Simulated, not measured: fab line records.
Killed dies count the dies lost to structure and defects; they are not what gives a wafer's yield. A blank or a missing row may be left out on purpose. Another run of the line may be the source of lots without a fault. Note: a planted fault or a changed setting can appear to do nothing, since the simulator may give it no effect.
The same fault as seen by 2 desks :: flow n5-finfet :: only its own numbers are on each desk; what lay behind them is given at the end

== THE TOOL OWNER'S DESK: pecvd-04 ==
The tool's own readings at N5_GATE_CUT_HM_DEP_46 (deposits SiO2 from TEOS/O2, target thk 130 nm, time 26.6 s): means of the sampled wafers that have a number, for each lot that ran on this tool. If a lot's mean is further than 4 standard deviations from the usual mean, the lot is out of limits and carries the mark OUT (the distance appears in the brackets).
Columns: A = heater-power-w at N5_GATE_CUT_HM_DEP_46, usual 585 W; B = showerhead-plenum-p-Torr at N5_GATE_CUT_HM_DEP_46, usual 8.33 Torr; C = throttle-valve-pct at N5_GATE_CUT_HM_DEP_46, usual 18.5 %
lot: L482
first seen here: day 4 18:58
A: 606
B: 8.32
C: 17.7

lot: L484
first seen here: day 5 06:19
A: 610
B: 8.32
C: 17.7

lot: L490
first seen here: day 6 19:01
A: 580
B: 8.35
C: 17.4

lot: L491
first seen here: day 7 03:18
A: 685
B: 8.32
C: 18.4

lot: L492
first seen here: day 7 05:38
A: 606
B: 8.36
C: 17.5
This desk found nothing out of limits on any of the 5 lots.

== FROM THE METROLOGY DESK ==
What the gauges read, lot by lot, whatever tool the lot ran on: means of the sampled wafers that have a number. If a lot's mean is further than 4 standard deviations from the usual mean, the lot is out of limits and carries the mark OUT (the distance appears in the brackets). 7 of its 11 readings are shown: the first one out of limits and those lying furthest out on some lot.
Columns: A = GC_FILL_THK at N5_GATE_CUT_THK_MEAS_24, usual 219.8 nm; B = IOFF_N at N5_BEOL_M4_RC_MEAS_101, usual 0.149 nA/um; C = IOFF_P at N5_BEOL_M4_RC_MEAS_101, usual 0.205 nA/um; D = ION_P at N5_BEOL_M4_RC_MEAS_101, usual 461 uA/um; E = SS_N at N5_BEOL_M4_RC_MEAS_101, usual 71.4 mV/dec; F = SS_P at N5_BEOL_M4_RC_MEAS_101, usual 73.2 mV/dec; G = VT_P at N5_BEOL_M4_RC_MEAS_101, usual -250.1 mV
lot: L482
first seen here: day 4 22:22
A: 221.9
B: 0.160
C: 0.233
D: 466
E: 71.8
F: 73.2
G: -247.3

lot: L484
first seen here: day 5 09:37
A: 219.2
B: 0.182
C: 0.241
D: 463
E: 71.3
F: 73.5
G: -248.5

lot: L490
first seen here: day 6 22:06
A: 191.7 (-14) OUT
B: 0.155
C: 0.189
D: 461
E: 71.8
F: 74.0
G: -251.2

lot: L491
first seen here: day 7 06:25
A: 190.8 (-14) OUT
B: 0.147
C: 0.184
D: 452
E: 72.2
F: 73.0
G: -253.1

lot: L492
first seen here: day 7 09:17
A: 192.3 (-14) OUT
B: 0.155
C: 0.223
D: 471
E: 71.2
F: 73.0
G: -246.2

lot: L495
first seen here: day 8 08:15
A: 220.2
B: 0.154
C: 0.236
D: 468
E: 71.6
F: 73.3
G: -247.6

lot: L500
first seen here: day 9 11:00
A: 219.6
B: 0.153
C: 0.210
D: 463
E: 71.5
F: 72.9
G: -251.6

lot: L501
first seen here: day 9 18:29
A: 217.7
B: 0.169
C: 0.225
D: 466
E: 71.5
F: 73.9
G: -248.9

lot: L503
first seen here: day 10 11:07
A: 219.8
B: 0.137
C: 0.184
D: 456
E: 71.4
F: 72.9
G: -251.0
This desk finds L490, L491, L492 out of limits, with the earliest case on L490 at day 6 22:06 (GC_FILL_THK at N5_GATE_CUT_THK_MEAS_24). Within limits: L482, L484, L495, L500, L501, L503.

== TAKEN TOGETHER ==
At day 6 22:06 the metrology desk could have sounded an alarm, on L490, L491, L492.
The desk of the tool owner found nothing out of limits.
Tool owner's desk: L490, L491, L492 on record, inside its limits.
The lots listed all ran N5_GATE_CUT_HM_DEP_46 on pecvd-04.

== WHAT THE SIMULATOR HAD PUT IN ==
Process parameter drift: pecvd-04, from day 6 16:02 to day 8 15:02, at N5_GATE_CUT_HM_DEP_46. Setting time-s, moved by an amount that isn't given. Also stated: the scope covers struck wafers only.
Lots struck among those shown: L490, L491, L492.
Per desk, hours elapsed from the start of the fault to the first reading out of limits: for the metrology desk, 6.
